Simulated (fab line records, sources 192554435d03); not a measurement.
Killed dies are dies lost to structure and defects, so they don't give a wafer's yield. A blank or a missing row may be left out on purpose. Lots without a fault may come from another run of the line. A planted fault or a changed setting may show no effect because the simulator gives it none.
Chamber matching | flow n5_finfet | N5_BEOL_M0_ETCH_138 on rie_diel-01: 4 sister chambers
The step etches SiCN in CH3F/O2, target depth 12 nm, time 31.6 s. 4 wafers are shown with their chamber, then 7 later ones without.

WAFERS WITH THEIR CHAMBER
wafer  | chamber | drypump_motor_current_A (A)
L084.3 | 3       | 5.8
L084.6 | 1       | 4.8
L085.3 | 0       | 5.3
L085.4 | 2       | 5.5

WAFERS WITHOUT THEIR CHAMBER
wafer  | drypump_motor_current_A (A)
L085.5 | 4.8
L088.1 | 5.3
L088.3 | 4.8
L088.4 | 5.8
L090.1 | 4.8
L090.3 | 5.8
L090.5 | 4.9

WHICH CHAMBER EACH WENT THROUGH
wafer  | from the rows above | in truth
L085.5 | 1                   | 1
L088.1 | 0                   | 0
L088.3 | 1                   | 1
L088.4 | 3                   | 3
L090.1 | 1                   | 1
L090.3 | 3                   | 3
L090.5 | 1                   | 1
Placed correctly: 7 of 7. Can't be placed from these rows: 0. Placed wrongly: 0.
How it was worked out, from the rows above alone: a wafer's distance from a chamber is the root of the sum, over the readings, of the square of ((its reading less the chamber's mean) divided by the reading's scatter). The wafer belongs to the nearest chamber; if the next one is less than 2 further off, it can't be placed. A chamber's mean is the mean of its shown wafers. The scatter: with one shown wafer a chamber, the root of the mean of the squares of how far each hidden wafer lies from its nearest shown one.
